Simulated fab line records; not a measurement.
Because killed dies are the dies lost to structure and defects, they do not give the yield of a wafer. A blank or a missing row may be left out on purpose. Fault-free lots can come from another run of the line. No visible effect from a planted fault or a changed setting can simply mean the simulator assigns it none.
Chamber matching :: flow nand_harc :: 4 sister chambers for NHARC_A_CHANNEL_HOLE_D1_ETCH_44 on rie_diel-06
The step etches the open film in CF4/O2, target depth 140 nm, overetch 14 nm, time 77 s. 4 wafers are shown with their chamber, then 10 later ones without.

## WAFERS WITH THEIR CHAMBER
wafer: L199.5
chamber: 1
drypump_motor_current_A (A): 6.03

wafer: L199.6
chamber: 0
drypump_motor_current_A (A): 6.13

wafer: L207.1
chamber: 3
drypump_motor_current_A (A): 5.91

wafer: L207.2
chamber: 2
drypump_motor_current_A (A): 5.73

## WAFERS MISSING THEIR CHAMBER
wafer: L207.3
drypump_motor_current_A (A): 6.00

wafer: L209.1
drypump_motor_current_A (A): 5.99

wafer: L209.2
drypump_motor_current_A (A): 5.93

wafer: L209.4
drypump_motor_current_A (A): 5.70

wafer: L208.4
drypump_motor_current_A (A): 5.98

wafer: L208.5
drypump_motor_current_A (A): 5.99

wafer: L208.6
drypump_motor_current_A (A): 6.18

wafer: L210.3
drypump_motor_current_A (A): 5.72

wafer: L210.4
drypump_motor_current_A (A): 6.17

wafer: L210.5
drypump_motor_current_A (A): 6.17

## WHICH CHAMBER EACH WENT THROUGH
wafer: L207.3
from the rows above: can't be placed: 1 or 3
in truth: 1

wafer: L209.1
from the rows above: can't be placed: 1 or 3
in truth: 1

wafer: L209.2
from the rows above: 3
in truth: 3

wafer: L209.4
from the rows above: 2
in truth: 2

wafer: L208.4
from the rows above: can't be placed: 1 or 3
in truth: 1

wafer: L208.5
from the rows above: can't be placed: 1 or 3
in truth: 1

wafer: L208.6
from the rows above: 0
in truth: 0

wafer: L210.3
from the rows above: 2
in truth: 2

wafer: L210.4
from the rows above: 0
in truth: 0

wafer: L210.5
from the rows above: 0
in truth: 0
Correct placement for 6 of the 10. These rows do not allow placing 4 (true chamber among the candidates in 4). 0 placed wrongly.
How it was worked out, from the rows above alone: a wafer's distance from a chamber is the root of the sum, over the readings, of the square of ((its reading less the chamber's mean) divided by the reading's scatter). The wafer belongs to the nearest chamber; if the next one is less than 2 further off, it can't be placed. A chamber's mean is the mean of its shown wafers. The scatter: with one shown wafer a chamber, the root of the mean of the squares of how far each hidden wafer lies from its nearest shown one.
